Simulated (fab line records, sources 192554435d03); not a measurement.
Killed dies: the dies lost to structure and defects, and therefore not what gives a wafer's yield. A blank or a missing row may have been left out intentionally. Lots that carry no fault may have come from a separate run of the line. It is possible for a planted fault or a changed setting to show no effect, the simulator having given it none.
fab line records    flow n5-finfet
record lots=7  wafers=21  last-day=17
route steps=1938 shown BEOL_M0@719 BEOL_M4@1111 PASSIVATION@1936
lots with no fault: from the same line, run without faults
start-h: the number of hours between the record's first day and the start of the first shown wafer of the lot    wait-h: hours since the lot's step before    " as in the row above    L1.1+2: several wafers, shown together as one row    - no value, or no start was given    * or withheld: withheld    < > ~ a bound
route shown NAME@n: names a module that has steps shown in the file, with the first one's number in the route    usual: mean/standard deviation taken from wafers without a fault    same: alike in all rows    chamber/n: place in a boat    sites: readings site by site    _std_site: how widely they spread, as a standard deviation    _edge_site: outer sites' mean less inner sites'    radius-mm: how far each site lies from the wafer's centre    mask NAME#n: copy n    behind: the tool/chamber that last shaped the wafer    hold: why the lot was held/for how many hours/how that ended    device: transistor that didn't switch, given as n, p or np    end of line: tests of these same wafers at the route's end    step lacking rows: just its recipe    killed: dies that structure and defects cost at the first sort, which is not the same as the wafer's yield    map: shows each die of a wafer: x if killed, . if not, _ if none is there
set.NAME: setting as actually run; set.NAME@STEP: the setting as run at that earlier step    model.NAME: the simulator's own value behind a step, which no gauge read
certain route steps with their lots: each step a table, each wafer a row
services: when a tool's chamber went out of use (start-h, in hours from the record's first day, below 0 if earlier), for how many hours, and the reason
## steps
# step N5_BEOL_M0_WET_ETCH_106
# recipe chemistry=DHF  dilution=10:1  temp-c=25  target=SiO2  target-depth-a=1300  dry=ipa-marangoni  rinse-time-s=30  rinse-temp-c=23
# step N5_BEOL_M0_ETCH_128
# recipe chemistry=CF4/N2  target-depth-a=120  overetch-a=51  target=SiCN  time-s=21.4  ion-energy-ev=150  pressure-mtorr=40  source-w=430  bias-w=70  Ar_flow_sccm=100  cf4-flow-sccm=60  n2-flow-sccm=60
# step N5_BEOL_M0_TRENCH_ETCH_107
# recipe chemistry=C4F6/O2  target-depth-a=328  target=SiOC  time-s=16.4  ion-energy-ev=250  pressure-mtorr=30  source-w=355  bias-w=185  Ar_flow_sccm=300  C4F6_flow_sccm=10  O2_flow_sccm=10
# step N5_BEOL_M0_STRIP_142
# recipe chemistry=N2/H2  time-s=10  power-w=450  temp-c=40  pressure-mtorr=20  rf-frequency-hz=6e+07  bias-power-w=7  n2-flow-sccm=200  h2-flow-sccm=200
# step N5_BEOL_M0_OCD_MEAS_108
# usual trench-depth-nm=32.9/0.74
lot.wafer  tool    chamber  start-h  wait-h  trench-depth-nm
L847.1     ocd-01  -        123.91   0.1     31.4
L847.3     "       -        "        "       33.4
L847.4     "       -        "        "       33.2
L848.2     ocd-02  -        130.61   0.1     32.2
L848.3     "       -        "        "       33.0
L848.5     "       -        "        "       32.8
L864.1     ocd-02  -        221.74   0.1     32.3
L864.3     "       -        "        "       31.8
L864.6     "       -        "        "       33.2
L865.1     ocd-02  -        231.16   0.1     33.2
L865.4     "       -        "        "       31.7
L865.6     "       -        "        "       32.4
L866.2     ocd-02  -        237.95   0.1     32.1
L866.3     "       -        "        "       31.9
L866.6     "       -        "        "       32.5
L867.2     ocd-02  -        244.14   0.1     32.5
L867.4     "       -        "        "       33.8
L867.5     "       -        "        "       33.1
L869.4     ocd-02  -        255.48   0.1     32.8
L869.5     "       -        "        "       31.9
L869.6     "       -        "        "       32.9
# step N5_BEOL_M0_HM_STRIP_129
# recipe chemistry=peroxide-tin-strip  material=TiN  target-depth-a=170  temp-c=50  time-s=108
# step N5_BEOL_M0_SRD_130
# recipe time-s=30  temp-c=23  rinse-liquid=diw  dry=ipa-marangoni
# step N5_BEOL_M0_ETCH_109
# recipe chemistry=CH3F/O2  target-depth-a=80  overetch-a=24  target=SiCN  time-s=27.4  ion-energy-ev=120  pressure-mtorr=30  source-w=395  bias-w=75  Ar_flow_sccm=150  CH3F_flow_sccm=30  O2_flow_sccm=20
# step N5_BEOL_M0_STRIP_139
# recipe chemistry=post-etch-residue-remover  time-s=60  temp-c=25  remover-ph=withheld  remover-water-wt-pct=withheld  remover-fluoride-wt-pct=withheld
# step N5_BEOL_M0_SRD_111
# recipe time-s=30  temp-c=23  rinse-liquid=diw  dry=ipa-marangoni
# step N5_BEOL_M0_DEGAS_112
# recipe ambient=vacuum  temp-c=250  time-s=60
# usual heater-power-w=335/36
lot.wafer  tool            chamber  start-h  wait-h  heater-power-w
L847.1     pvd-sputter-01  -        124.19   0.0     276
L847.3     "               -        "        "       295
L847.4     "               -        "        "       293
L848.2     pvd-sputter-03  -        131.18   0.2     375
L848.3     "               -        "        "       391
L848.5     "               -        "        "       374
L864.1     pvd-sputter-02  -        222.03   0.0     289
L864.3     "               -        "        "       328
L864.6     "               -        "        "       288
L865.1     pvd-sputter-03  -        231.83   0.4     379
L865.4     "               -        "        "       329
L865.6     "               -        "        "       335
L866.2     pvd-sputter-03  -        239.18   1.0     377
L866.3     "               -        "        "       331
L866.6     "               -        "        "       333
L867.2     pvd-sputter-01  -        244.89   0.5     273
L867.4     "               -        "        "       287
L867.5     "               -        "        "       289
L869.4     pvd-sputter-02  -        256.07   0.3     320
L869.5     "               -        "        "       338
L869.6     "               -        "        "       318
# step N5_BEOL_M0_PRE_CLEAN_113
# recipe gas=H2/He  time-s=30  temp-c=250
# step N5_BEOL_M0_ALD_136
# recipe material=TaN  target-thk-a=*  temp-c=275  ald-precursor-family=PDMAT  ald-co-reactant=NH3  pressure-torr=3  carrier-flow-sccm=1500  pulse-time-s=2  purge-time-s=3  co-reactant-purge-time-s=2  co-reactant-pulse-time-s=3  ald-cycles=30  precursor-vessel-temp-c=75  precursor-vessel-pressure-torr=26.25  precursor-vessel-carrier-sccm=1000
# usual ald-cycles=30/0  chamber-pressure-Torr=3.000/0.0066  heater-power-w=408/40  precursor-vessel-temp-c=74.98/0.12
lot.wafer  tool          chamber  start-h  wait-h  ald-cycles  chamber-pressure-Torr  heater-power-w  precursor-vessel-temp-c
L847.1     ald-metal-04  2        124.29   0.0     30          3.012                  404             75.01
L847.3     "             3        "        "       30          2.984                  375             74.94
L847.4     "             1        "        "       30          2.997                  390             74.99
L848.2     ald-metal-04  3        131.29   0.1     30          3.003                  385             75.22
L848.3     "             0        "        "       30          3.001                  391             74.99
L848.5     "             0        "        "       30          2.998                  401             74.98
L864.1     ald-metal-04  3        222.13   0.0     -           -                      -               -
L864.3     "             0        "        "       -           -                      -               -
L864.6     "             3        "        "       -           -                      -               -
L865.1     ald-metal-03  3        231.94   0.0     -           -                      -               -
L865.4     "             1        "        "       -           -                      -               -
L865.6     "             2        "        "       -           -                      -               -
L866.2     ald-metal-04  0        239.28   0.0     -           -                      -               -
L866.3     "             1        "        "       -           -                      -               -
L866.6     "             2        "        "       -           -                      -               -
L867.2     ald-metal-03  1        245.01   0.1     30          2.987                  418             74.89
L867.4     "             2        "        "       30          2.993                  396             75.00
L867.5     "             0        "        "       30          2.987                  406             75.07
L869.4     ald-metal-01  1        256.22   0.1     30          3.007                  347             74.85
L869.5     "             2        "        "       30          3.003                  408             74.75
L869.6     "             3        "        "       30          3.004                  379             75.02
# step N5_BEOL_M0_SURFACE_TREAT_137
# recipe gas=Ar  time-s=*  ion-energy-ev=*  ion-current-ma-cm2=0.5  pressure-mtorr=*  ar-flow-sccm=30
# step N5_BEOL_M0_CVD_115
# recipe material=Co  target-thk-a=*  temp-c=withheld  precursor=CCTBA/H2  pressure-torr=30  time-s=120
# step N5_BEOL_M0_SPUTTER_116
# recipe material=Cu  target-thk-a=40  temp-c=-20  chamber-pressure-pa=0.07  power-w=withheld  time-s=7.37
# usual throttle-valve-pct=30.4/0.94
lot.wafer  tool            chamber  start-h  wait-h  throttle-valve-pct
L847.1     pvd-sputter-01  -        124.76   0.1     30.6
L847.3     "               -        "        "       29.5
L847.4     "               -        "        "       30.6
L848.2     pvd-sputter-03  -        131.84   0.1     29.4
L848.3     "               -        "        "       30.5
L848.5     "               -        "        "       29.6
L864.1     pvd-sputter-02  -        224.15   1.1     32.3
L864.3     "               -        "        "       29.3
L864.6     "               -        "        "       29.2
L865.1     pvd-sputter-03  -        232.65   0.1     30.6
L865.4     "               -        "        "       30.4
L865.6     "               -        "        "       30.8
L866.2     pvd-sputter-03  -        239.98   0.1     30.6
L866.3     "               -        "        "       30.8
L866.6     "               -        "        "       29.6
L867.2     pvd-sputter-01  -        245.52   0.1     30.7
L867.4     "               -        "        "       30.8
L867.5     "               -        "        "       29.6
L869.4     pvd-sputter-02  -        258.10   1.3     29.2
L869.5     "               -        "        "       29.3
L869.6     "               -        "        "       32.5
# step N5_BEOL_M0_ANNEAL_117
# recipe temp-c=400  time-s=60  ambient=vacuum
# step N5_BEOL_M0_SPUTTER_132
# recipe material=Cu  target-thk-a=40  temp-c=-20  chamber-pressure-pa=0.07  power-w=withheld  time-s=7.37
# usual throttle-valve-pct=30.4/0.94
lot.wafer  tool            chamber  start-h  wait-h  throttle-valve-pct
L847.1     pvd-sputter-01  -        124.88   0.0     30.4
L847.3     "               -        "        "       29.5
L847.4     "               -        "        "       30.5
L848.2     pvd-sputter-03  -        131.96   0.0     29.7
L848.3     "               -        "        "       30.7
L848.5     "               -        "        "       29.5
L864.1     pvd-sputter-02  -        224.27   0.0     32.5
L864.3     "               -        "        "       29.2
L864.6     "               -        "        "       29.1
L865.1     pvd-sputter-03  -        232.77   0.0     30.6
L865.4     "               -        "        "       30.9
L865.6     "               -        "        "       30.7
L866.2     pvd-sputter-03  -        240.10   0.0     30.7
L866.3     "               -        "        "       30.6
L866.6     "               -        "        "       29.6
L867.2     pvd-sputter-01  -        245.64   0.0     30.7
L867.4     "               -        "        "       30.8
L867.5     "               -        "        "       29.8
L869.4     pvd-sputter-02  -        258.22   0.0     29.2
L869.5     "               -        "        "       29.2
L869.6     "               -        "        "       32.7
# step N5_BEOL_M0_ANNEAL_133
# recipe temp-c=400  time-s=60  ambient=vacuum
# usual heater-power-w=823/90
lot.wafer  tool            chamber  start-h  wait-h  heater-power-w
L847.1     pvd-sputter-01  -        124.96   0.0     729
L847.3     "               -        "        "       914
L847.4     "               -        "        "       711
L848.2     pvd-sputter-03  -        132.04   0.0     993
L848.3     "               -        "        "       913
L848.5     "               -        "        "       983
L864.1     pvd-sputter-02  -        224.35   0.0     816
L864.3     "               -        "        "       832
L864.6     "               -        "        "       842
L865.1     pvd-sputter-03  -        232.85   0.0     932
L865.4     "               -        "        "       836
L865.6     "               -        "        "       832
L866.2     pvd-sputter-03  -        240.18   0.0     846
L866.3     "               -        "        "       843
L866.6     "               -        "        "       1009
L867.2     pvd-sputter-01  -        245.72   0.0     688
L867.4     "               -        "        "       726
L867.5     "               -        "        "       930
L869.4     pvd-sputter-02  -        258.30   0.0     830
L869.5     "               -        "        "       865
L869.6     "               -        "        "       828
# step N5_BEOL_M0_SPUTTER_134
# recipe material=Cu  target-thk-a=40  temp-c=-20  chamber-pressure-pa=0.07  power-w=withheld  time-s=7.37
# step N5_BEOL_M0_ANNEAL_135
# recipe temp-c=400  time-s=60  ambient=vacuum
# step N5_BEOL_M0_SPUTTER_141
# recipe material=Cu  target-thk-a=40  temp-c=-20  chamber-pressure-pa=0.07  power-w=withheld  time-s=7.37
# step N5_BEOL_M0_ECD_118
# recipe material=Cu  target-thk-a=3000
# step N5_BEOL_M0_ANNEAL_119
# recipe temp-c=225  time-s=90  ambient=N2
# usual wafer_temp_C_max=226.3/0.31
lot.wafer  tool           chamber  start-h  wait-h  wafer_temp_C_max
L847.1     rtp-anneal-01  0        126.83   1.6     226.0
L847.3     "              0        "        "       226.5
L847.4     "              0        "        "       226.9
L848.2     rtp-anneal-01  0        132.44   0.1     226.0
L848.3     "              0        "        "       226.6
L848.5     "              0        "        "       226.2
L864.1     rtp-anneal-02  0        224.70   0.1     226.5
L864.3     "              0        "        "       226.2
L864.6     "              0        "        "       226.4
L865.1     rtp-anneal-01  0        233.30   0.2     226.4
L865.4     "              0        "        "       226.3
L865.6     "              0        "        "       226.3
L866.2     rtp-anneal-01  0        240.58   0.1     225.9
L866.3     "              0        "        "       226.3
L866.6     "              0        "        "       226.3
L867.2     rtp-anneal-02  0        246.61   0.6     226.4
L867.4     "              0        "        "       226.6
L867.5     "              0        "        "       226.0
L869.4     rtp-anneal-02  0        258.79   0.2     226.1
L869.5     "              0        "        "       225.7
L869.6     "              0        "        "       225.9
# step N5_BEOL_M0_CMP_120
# recipe stop-on=SiOC  t-overpolish-s=6.9  down-force-psi=1  platen-rpm=50  clearing-platen-down-force-psi=1.5  clearing-platen-rpm=50  post-cmp-clean=cu-alkaline  clearing-platen-pad-velocity-m-s=0.99484  pad-velocity-m-s=0.99484
# usual barrier-field-endpoint-s=3.66/0.15  motor-current-A=6.3/0.78  slurry-filter-dp-kPa=13.51/0.13
lot.wafer  tool    chamber  start-h  wait-h  barrier-field-endpoint-s  motor-current-A  slurry-filter-dp-kPa
L847.4     cmp-04  0        127.13   0.1     3.70                      5.7              13.71
L847.3     "       2        "        "       3.48                      6.1              13.52
L847.1     "       3        "        "       3.64                      6.4              13.63
L848.3     cmp-03  1        132.73   0.2     3.74                      5.5              13.34
L848.2     "       2        "        "       3.64                      5.7              13.79
L848.5     "       1        "        "       3.49                      5.0              13.39
L864.3     cmp-03  3        225.00   0.2     1.74                      8.1              13.71
L864.1     "       1        "        "       1.76                      5.0              13.38
L864.6     "       0        "        "       1.60                      6.3              13.56
L865.1     cmp-03  2        233.64   0.3     2.04                      5.7              13.54
L865.4     "       0        "        "       1.87                      6.5              13.35
L865.6     "       1        "        "       1.92                      5.1              13.59
L866.3     cmp-03  2        240.87   0.2     1.88                      5.8              13.48
L866.2     "       3        "        "       1.92                      7.8              13.34
L866.6     "       1        "        "       1.69                      5.2              13.53
L867.4     cmp-04  0        246.88   0.1     3.72                      5.7              13.63
L867.2     "       2        "        "       3.95                      6.5              13.33
L867.5     "       0        "        "       3.56                      5.9              13.61
L869.4     cmp-03  0        259.07   0.2     3.60                      6.3              13.46
L869.6     "       1        "        "       3.58                      5.4              13.41
L869.5     "       2        "        "       3.68                      5.5              13.29
# step N5_BEOL_M4_RC_MEAS_101
# usual DIBL_N=36.2/2  DIBL_P=36.1/2.4  IOFF_N=0.16/0.035  IOFF_P=0.22/0.041  ION_N=675/14  ION_P=465/8.6  SS_N=71.5/0.64  SS_P=73.2/0.76  VT_N=250/3.9  VT_P=-249/3.4
lot.wafer  tool       chamber  start-h  wait-h  DIBL_N[mV/V]  DIBL_P[mV/V]  IOFF_N[nA/um]  IOFF_P[nA/um]  ION_N[uA/um]  ION_P[uA/um]  SS_N[mV/dec]  SS_P[mV/dec]  VT_N[mV]  VT_P[mV]
L848.2     prober-01  0        177.95   0.2     33.5          32.0          0.10           0.15           654           452           71.6          71.9          254       -254
L848.3     "          0        "        "       34.2          34.2          0.11           0.18           668           461           71.5          72.1          252       -251
L848.5     "          0        "        "       34.3          34.5          0.12           0.18           679           461           71.5          71.9          252       -251
L847.1     prober-01  0        191.61   0.0     35.4          38.6          0.15           0.26           668           474           71.4          73.7          250       -244
L847.3     "          0        "        "       35.7          37.8          0.16           0.25           668           467           71.7          73.4          252       -247
L847.4     "          0        "        "       31.7          33.9          0.09           0.18           642           460           71.0          72.8          258       -248
L867.2     prober-02  0        296.09   0.2     37.0          36.9          0.15           0.18           662           449           71.9          72.8          255       -253
L867.4     "          0        "        "       35.8          35.2          0.11           0.16           657           454           72.1          73.0          260       -257
L867.5     "          0        "        "       33.5          32.6          0.10           0.13           651           449           71.2          72.2          259       -258
L869.4     prober-01  0        315.28   0.5     33.0          33.1          0.11           0.15           665           453           70.3          72.6          258       -256
L869.5     "          0        "        "       33.5          33.3          0.12           0.15           671           453           70.7          72.2          255       -256
L869.6     "          0        "        "       34.9          34.8          0.13           0.17           675           459           71.2          73.0          254       -254
# step N5_PASSIVATION_PROBE_49
# usual defect-limited-yield=91.1/1.4  killed_at_M0_to_M3=36/9.9  killed_at_M4_up=13/5.8  killed-at-contacts=14/5.9  killed-at-front-end=39/11  killed-at-other=3.4/2.9  killed-dies=105/17  killed-on-rim=15/3.9  killed-open=70/13  killed-short=34/7.3  sort_bin_5_function=5.3/1  sort_bin_6_memory=3.3/0.62  sort_bin_8_speed=0.01/0.057  sort-n-pass=1075/17  sort-yield-pct=91.1/1.4
# same gross-dies=1180  killed-at-back-side=0  sort_bin_4_leakage[%]=0
lot.wafer  tool       chamber  start-h  wait-h  defect-limited-yield[%]  killed_at_M0_to_M3  killed_at_M4_up  killed-at-contacts  killed-at-front-end  killed-at-other  killed-dies  killed-on-rim  killed-open  killed-short  sort_bin_5_function[%]  sort_bin_6_memory[%]  sort_bin_8_speed[%]  sort-n-pass  sort-yield-pct[%]
L864.1     prober-01  -        390.65   0.0     0                        1129                9                3                   37                   2                1180         152            53           34            97.0                    2.6                   0                    0            0
L864.3     prober-01  -        390.75   0.1     0                        1106                15               8                   51                   0                1180         152            62           43            96.7                    2.8                   0                    0            0
L864.6     prober-01  -        390.90   0.3     0                        1096                13               11                  59                   1                1180         152            74           41            95.8                    3.6                   0                    0            0
L865.1     prober-01  -        399.38   0.0     0                        1097                20               16                  47                   0                1180         152            91           41            95.8                    3.5                   0                    0            0
L865.4     prober-01  -        399.53   0.2     0                        1095                20               9                   37                   19               1180         152            89           48            94.7                    4.9                   0                    0            0
L865.6     prober-01  -        399.63   0.3     0                        1092                19               25                  40                   4                1180         152            87           31            96.4                    3.2                   0                    0            0
L867.2     prober-01  -        400.50   0.1     90.7                     48                  11               17                  32                   2                110          17             82           26            6.4                     3.0                   0                    1070         90.7
L866.2     prober-01  -        411.06   0.1     0                        1113                24               15                  26                   2                1180         152            68           31            96.4                    3.5                   0                    0            0
L866.3     prober-01  -        411.11   0.1     0                        1098                24               10                  47                   1                1180         152            72           32            96.7                    3.1                   0                    0            0
L866.6     prober-01  -        411.26   0.3     0                        1110                12               15                  39                   4                1180         152            56           33            96.5                    3.1                   0                    0            0
# killed by level:class
L864.1 BEOL_M0:area-ald=1091 BEOL_M0_SAQP:geometric-particle:open=13 FIN_SAQP:geometric-particle:short=9 DUMMY_GATE:geometric-particle:open=7 BEOL_M1:geometric-particle:open=7 BEOL_M0_SAQP:geometric-particle:short=6 FIN_SAQP:geometric-particle:open=5 STI_FIN_REVEAL:geometric-particle:open=5
L864.3 BEOL_M0:area-ald=1075 FIN_SAQP:geometric-particle:short=14 STI_FIN_REVEAL:geometric-particle:open=10 MOL_CONTACT_COAG:geometric-particle:open=8 BEOL_M0_SAQP:geometric-particle:short=8 DUMMY_GATE:geometric-particle:open=6 BEOL_M1:geometric-particle:open=6 FIN_SAQP:geometric-particle:open=5
L864.6 BEOL_M0:area-ald=1065 STI_FIN_REVEAL:geometric-particle:open=13 BEOL_M1:geometric-particle:open=10 FIN_SAQP:geometric-particle:short=8 MOL_CONTACT_COAG:geometric-particle:open=8 FIN_SAQP:geometric-particle:open=7 GATE_CUT:geometric-particle:open=7 BEOL_M0_SAQP:geometric-particle:open=7
L865.1 BEOL_M0:area-ald=1045 BEOL_M2:geometric-particle:open=17 FIN_SAQP:geometric-particle:open=15 BEOL_M4:geometric-particle:open=14 MOL_CONTACT_COAG:geometric-particle:open=12 BEOL_M2:geometric-particle:short=10 FIN_SAQP:geometric-particle:short=9 BEOL_M3:geometric-particle:open=8
L865.4 BEOL_M0:area-ald=1041 BEOL_M2:geometric-particle:open=17 BEOL_M4:geometric-particle:open=13 BEOL_M0_SAQP:geometric-particle:open=8 FIN_SAQP:geometric-particle:open=7 FIN_SAQP:geometric-particle:short=7 STI_FIN_REVEAL:geometric-particle:open=7 BEOL_M0_SAQP:geometric-particle:short=7
L865.6 BEOL_M0:area-ald=1061 MOL_CONTACT_COAG:geometric-particle:open=17 FIN_SAQP:geometric-particle:open=15 BEOL_M2:geometric-particle:open=10 DUMMY_GATE:geometric-particle:open=8 MOL_CONTACT_COAG:geometric-particle:short=8 BEOL_M4:geometric-particle:open=7 BEOL_M2:geometric-particle:short=6
L867.2 MOL_CONTACT_COAG:geometric-particle:open=16 BEOL_M3:geometric-particle:open=16 BEOL_M2:geometric-particle:open=11 FIN_SAQP:geometric-particle:open=8 STI_FIN_REVEAL:geometric-particle:open=7 BEOL_M3:geometric-particle:short=5 BEOL_M0_SAQP:geometric-particle:open=4 BEOL_M5:geometric-particle:open=4
L866.2 BEOL_M0:area-ald=1080 MOL_CONTACT_COAG:geometric-particle:open=12 BEOL_M3:geometric-particle:open=10 BEOL_M4:geometric-particle:open=10 STI_FIN_REVEAL:geometric-particle:open=6 DUMMY_GATE:geometric-particle:open=6 FIN_SAQP:geometric-particle:short=5 BEOL_M0_SAQP:geometric-particle:open=5
L866.3 BEOL_M0:area-ald=1074 FIN_SAQP:geometric-particle:short=11 STI_FIN_REVEAL:geometric-particle:open=11 BEOL_M4:geometric-particle:open=11 DUMMY_GATE:geometric-particle:open=10 MOL_CONTACT_COAG:geometric-particle:open=9 BEOL_M2:geometric-particle:open=7 BEOL_M3:geometric-particle:open=7
L866.6 BEOL_M0:area-ald=1091 STI_FIN_REVEAL:geometric-particle:open=12 MOL_CONTACT_COAG:geometric-particle:open=9 BEOL_M2:geometric-particle:open=7 MOL_CONTACT_COAG:geometric-particle:short=6 FIN_SAQP:geometric-particle:short=5 DUMMY_GATE:geometric-particle:open=5 BEOL_M4:geometric-particle:open=5
# map L864.1 (x killed, . not)
_________________xxxxxxxxxxxx________________
______________xxxxxxxxxxxxxxxxxx_____________
___________xxxxxxxxxxxxxxxxxxxxxxxx__________
__________xxxxxxxxxxxxxxxxxxxxxxxxxx_________
________xxxxxxxxxxxxxxxxxxxxxxxxxxxxxx_______
_______xxxxxxxxxxxxxxxxxxxxxxxxxxxxxxxx______
______xxxxxxxxxxxxxxxxxxxxxxxxxxxxxxxxxx_____
_____xxxxxxxxxxxxxxxxxxxxxxxxxxxxxxxxxxxx____
____xxxxxxxxxxxxxxxxxxxxxxxxxxxxxxxxxxxxxx___
___xxxxxxxxxxxxxxxxxxxxxxxxxxxxxxxxxxxxxxxx__
___xxxxxxxxxxxxxxxxxxxxxxxxxxxxxxxxxxxxxxxx__
__xxxxxxxxxxxxxxxxxxxxxxxxxxxxxxxxxxxxxxxxxx_
__xxxxxxxxxxxxxxxxxxxxxxxxxxxxxxxxxxxxxxxxxx_
_xxxxxxxxxxxxxxxxxxxxxxxxxxxxxxxxxxxxxxxxxxxx
_xxxxxxxxxxxxxxxxxxxxxxxxxxxxxxxxxxxxxxxxxxxx
_xxxxxxxxxxxxxxxxxxxxxxxxxxxxxxxxxxxxxxxxxxxx
_xxxxxxxxxxxxxxxxxxxxxxxxxxxxxxxxxxxxxxxxxxxx
_xxxxxxxxxxxxxxxxxxxxxxxxxxxxxxxxxxxxxxxxxxxx
_xxxxxxxxxxxxxxxxxxxxxxxxxxxxxxxxxxxxxxxxxxxx
_xxxxxxxxxxxxxxxxxxxxxxxxxxxxxxxxxxxxxxxxxxxx
_xxxxxxxxxxxxxxxxxxxxxxxxxxxxxxxxxxxxxxxxxxxx
__xxxxxxxxxxxxxxxxxxxxxxxxxxxxxxxxxxxxxxxxxx_
__xxxxxxxxxxxxxxxxxxxxxxxxxxxxxxxxxxxxxxxxxx_
___xxxxxxxxxxxxxxxxxxxxxxxxxxxxxxxxxxxxxxxx__
___xxxxxxxxxxxxxxxxxxxxxxxxxxxxxxxxxxxxxxxx__
____xxxxxxxxxxxxxxxxxxxxxxxxxxxxxxxxxxxxxx___
_____xxxxxxxxxxxxxxxxxxxxxxxxxxxxxxxxxxxx____
______xxxxxxxxxxxxxxxxxxxxxxxxxxxxxxxxxx_____
_______xxxxxxxxxxxxxxxxxxxxxxxxxxxxxxxx______
________xxxxxxxxxxxxxxxxxxxxxxxxxxxxxx_______
__________xxxxxxxxxxxxxxxxxxxxxxxxxx_________
___________xxxxxxxxxxxxxxxxxxxxxxxx__________
______________xxxxxxxxxxxxxxxxxx_____________
_________________xxxxxxxxxxxx________________
# map L865.1 (x killed, . not)
_________________xxxxxxxxxxxx________________
______________xxxxxxxxxxxxxxxxxx_____________
___________xxxxxxxxxxxxxxxxxxxxxxxx__________
__________xxxxxxxxxxxxxxxxxxxxxxxxxx_________
________xxxxxxxxxxxxxxxxxxxxxxxxxxxxxx_______
_______xxxxxxxxxxxxxxxxxxxxxxxxxxxxxxxx______
______xxxxxxxxxxxxxxxxxxxxxxxxxxxxxxxxxx_____
_____xxxxxxxxxxxxxxxxxxxxxxxxxxxxxxxxxxxx____
____xxxxxxxxxxxxxxxxxxxxxxxxxxxxxxxxxxxxxx___
___xxxxxxxxxxxxxxxxxxxxxxxxxxxxxxxxxxxxxxxx__
___xxxxxxxxxxxxxxxxxxxxxxxxxxxxxxxxxxxxxxxx__
__xxxxxxxxxxxxxxxxxxxxxxxxxxxxxxxxxxxxxxxxxx_
__xxxxxxxxxxxxxxxxxxxxxxxxxxxxxxxxxxxxxxxxxx_
_xxxxxxxxxxxxxxxxxxxxxxxxxxxxxxxxxxxxxxxxxxxx
_xxxxxxxxxxxxxxxxxxxxxxxxxxxxxxxxxxxxxxxxxxxx
_xxxxxxxxxxxxxxxxxxxxxxxxxxxxxxxxxxxxxxxxxxxx
_xxxxxxxxxxxxxxxxxxxxxxxxxxxxxxxxxxxxxxxxxxxx
_xxxxxxxxxxxxxxxxxxxxxxxxxxxxxxxxxxxxxxxxxxxx
_xxxxxxxxxxxxxxxxxxxxxxxxxxxxxxxxxxxxxxxxxxxx
_xxxxxxxxxxxxxxxxxxxxxxxxxxxxxxxxxxxxxxxxxxxx
_xxxxxxxxxxxxxxxxxxxxxxxxxxxxxxxxxxxxxxxxxxxx
__xxxxxxxxxxxxxxxxxxxxxxxxxxxxxxxxxxxxxxxxxx_
__xxxxxxxxxxxxxxxxxxxxxxxxxxxxxxxxxxxxxxxxxx_
___xxxxxxxxxxxxxxxxxxxxxxxxxxxxxxxxxxxxxxxx__
___xxxxxxxxxxxxxxxxxxxxxxxxxxxxxxxxxxxxxxxx__
____xxxxxxxxxxxxxxxxxxxxxxxxxxxxxxxxxxxxxx___
_____xxxxxxxxxxxxxxxxxxxxxxxxxxxxxxxxxxxx____
______xxxxxxxxxxxxxxxxxxxxxxxxxxxxxxxxxx_____
_______xxxxxxxxxxxxxxxxxxxxxxxxxxxxxxxx______
________xxxxxxxxxxxxxxxxxxxxxxxxxxxxxx_______
__________xxxxxxxxxxxxxxxxxxxxxxxxxx_________
___________xxxxxxxxxxxxxxxxxxxxxxxx__________
______________xxxxxxxxxxxxxxxxxx_____________
_________________xxxxxxxxxxxx________________
## services
tool            chamber  start-h  hours  kind
ald-metal-04    1        102.20   16.4   repair
cmp-04          -        129.60   4.0    pm
ald-metal-03    3        132.59   21.6   repair
cmp-03          -        133.53   0.3    repair
cmp-04          -        133.60   -      consumable-replace:conditioner
cmp-04          -        133.60   -      consumable-replace:pad
cmp-04          -        137.12   8.7    pm
ald-metal-04    3        147.88   5.8    repair
ald-metal-03    -        156.16   2.8    pm
ald-metal-03    0        162.74   13.9   repair
pvd-sputter-01  -        163.99   2.8    repair
cmp-04          -        171.79   2.0    repair
ald-metal-03    -        175.90   0.4    repair
cmp-04          -        188.62   1.3    repair
cmp-04          -        191.40   0.7    repair
ald-metal-01    2        199.65   24.1   repair
ald-metal-04    -        209.16   4.3    pm
ald-metal-03    2        218.92   10.8   repair
cmp-04          -        220.54   7.4    pm
cmp-03          -        250.05   1.6    repair
## key
first-sign step=N5_BEOL_M0_ALD_136  reading=tool-record  direction=missing
effect step=N5_BEOL_M0_CMP_120  reading=barrier-field-endpoint-s  direction=down  sigmas=13  usual=3.66  struck=1.82
effect step=N5_PASSIVATION_PROBE_49  reading=killed_at_M0_to_M3  direction=up  sigmas=99+  usual=36  struck=1104
more-kills-born-at N5_BEOL_M0_ALD_136@ald-metal-04=6475  N5_BEOL_M0_ALD_136@ald-metal-03=3146
met-at N5_BEOL_M0_ALD_136
struck-wafers L864.1,L864.3,L864.6,L865.1,L865.4,L865.6,L866.2,L866.3,L866.6
later-rows-left-out L864.1,L864.3,L864.6,L865.1,L865.4,L865.6,L866.2,L866.3,L866.6
onset-between 131.29 222.13
fault kind=skipped-step-whole  tool=ald-metal-03,ald-metal-04  chamber=-  onset-h=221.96  steps=N5_BEOL_M0_ALD_136  scope=struck-lots-only
# later-rows-left-out: the simulator's readings of these wafers behind a module that went badly wrong aren't trusted and aren't shown, but for the sort
